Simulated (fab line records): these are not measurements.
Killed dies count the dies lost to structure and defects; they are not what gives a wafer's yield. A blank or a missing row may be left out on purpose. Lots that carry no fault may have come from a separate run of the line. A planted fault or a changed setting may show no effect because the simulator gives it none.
Chamber matching	flow nand harc	rie si-06 running NHARC_P_ZERO_WELL_ETCH_63: 4 sister chambers
The step etches the open film in HBr/Cl2, target depth 120 nm, time 40.1 s. 16 wafers are shown with their chamber, then 8 later ones without.

EACH WAFER AND ITS CHAMBER
wafer	chamber	drypump motor current A (A)	he backside leak sccm (sccm)	hbr flow sccm (sccm)
L074.1	0	5.4	3.01	150.2
L074.5	3	5.8	2.64	151.1
L074.6	2	6.3	2.83	149.3
L077.3	3	5.8	2.51	150.9
L077.4	0	5.4	3.06	150.5
L077.5	0	5.4	3.21	150.7
L080.2	2	6.3	2.93	149.4
L080.3	3	5.8	2.38	150.5
L080.5	0	5.4	3.18	150.1
L082.2	3	5.8	2.57	150.0
L082.4	1	6.3	2.97	150.1
L082.5	0	5.4	3.04	149.8
L086.2	3	5.8	2.46	150.7
L086.5	1	6.2	2.73	149.7
L086.6	0	5.4	2.96	149.5
L088.1	1	6.2	2.97	149.8

SIGNATURES (means of the wafers above)
reading	chamber 0	chamber 1	chamber 2	chamber 3	scatter within a chamber
drypump motor current A	5.400	6.233	6.300	5.800	0.0236
he backside leak sccm	3.0767	2.8900	2.8800	2.5120	0.105
hbr flow sccm	150.133	149.867	149.350	150.640	0.385
Rule: distance of a wafer from a chamber = root of the sum over the readings of ((wafer's reading minus chamber's mean) / reading's scatter) squared. The wafer belongs to the nearest chamber; if the next one is less than 2 further off, it can't be placed. The scatter: take each reading less its chamber's mean, square it, sum over the shown wafers, divide by the number of wafers less the number of chambers, and take the root.

WAFERS MISSING THEIR CHAMBER
wafer	drypump motor current A (A)	he backside leak sccm (sccm)	hbr flow sccm (sccm)
L088.3	5.4	3.08	150.3
L088.6	6.2	2.87	150.0
L089.1	5.8	2.47	149.9
L089.4	5.4	2.90	149.5
L089.5	5.8	2.46	150.1
L095.2	6.2	2.84	150.0
L095.4	5.8	2.40	150.4
L095.5	5.4	2.81	149.8

EACH ONE'S CHAMBER
wafer	from the rows above	in truth
L088.3	0	0
L088.6	1	1
L089.1	3	3
L089.4	0	0
L089.5	3	3
L095.2	1	1
L095.4	3	3
L095.5	0	0
8 of 8 placed correctly. Can't be placed from these rows: 0. Number placed wrongly: 0.
